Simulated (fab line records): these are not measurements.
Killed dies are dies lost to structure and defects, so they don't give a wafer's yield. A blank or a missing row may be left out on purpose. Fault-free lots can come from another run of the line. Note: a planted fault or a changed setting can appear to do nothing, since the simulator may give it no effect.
Chamber matching ; flow nandHarc ; NHARC_A_STAIRCASE_DESCUM_291 on rieDiel-13 has 4 sister chambers
The step chemistry O2, time 3 s. 4 wafers are shown with their chamber, then 9 later ones without.

== WAFERS PAIRED WITH THEIR CHAMBERS ==
wafer;chamber;showerheadPlenumPTorr (Torr)
L078.5;1;2.07
L084.6;3;1.77
L087.2;0;1.95
L087.5;2;1.89

== WAFERS WITH NO CHAMBER GIVEN ==
wafer;showerheadPlenumPTorr (Torr)
L093.2;2.06
L093.5;2.06
L093.6;1.95
L092.1;1.89
L092.3;2.07
L092.5;2.06
L097.2;2.07
L097.3;1.94
L097.4;1.88

== WHICH CHAMBER EACH WENT THROUGH ==
wafer;from the rows above;in truth
L093.2;1;1
L093.5;1;1
L093.6;0;0
L092.1;2;2
L092.3;1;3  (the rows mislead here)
L092.5;1;1
L097.2;1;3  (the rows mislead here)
L097.3;0;0
L097.4;2;2
7 of 9 placed correctly. Left unplaced by these rows: 0. Placed wrongly: 2.
How it was worked out, from the rows above alone: a wafer's distance from a chamber is the root of the sum, over the readings, of the square of ((its reading less the chamber's mean) divided by the reading's scatter). The wafer belongs to the nearest chamber; if the next one is less than 2 further off, it can't be placed. Each chamber's mean is taken over the wafers shown for it. The scatter: with one shown wafer a chamber, the root of the mean of the squares of how far each hidden wafer lies from its nearest shown one.
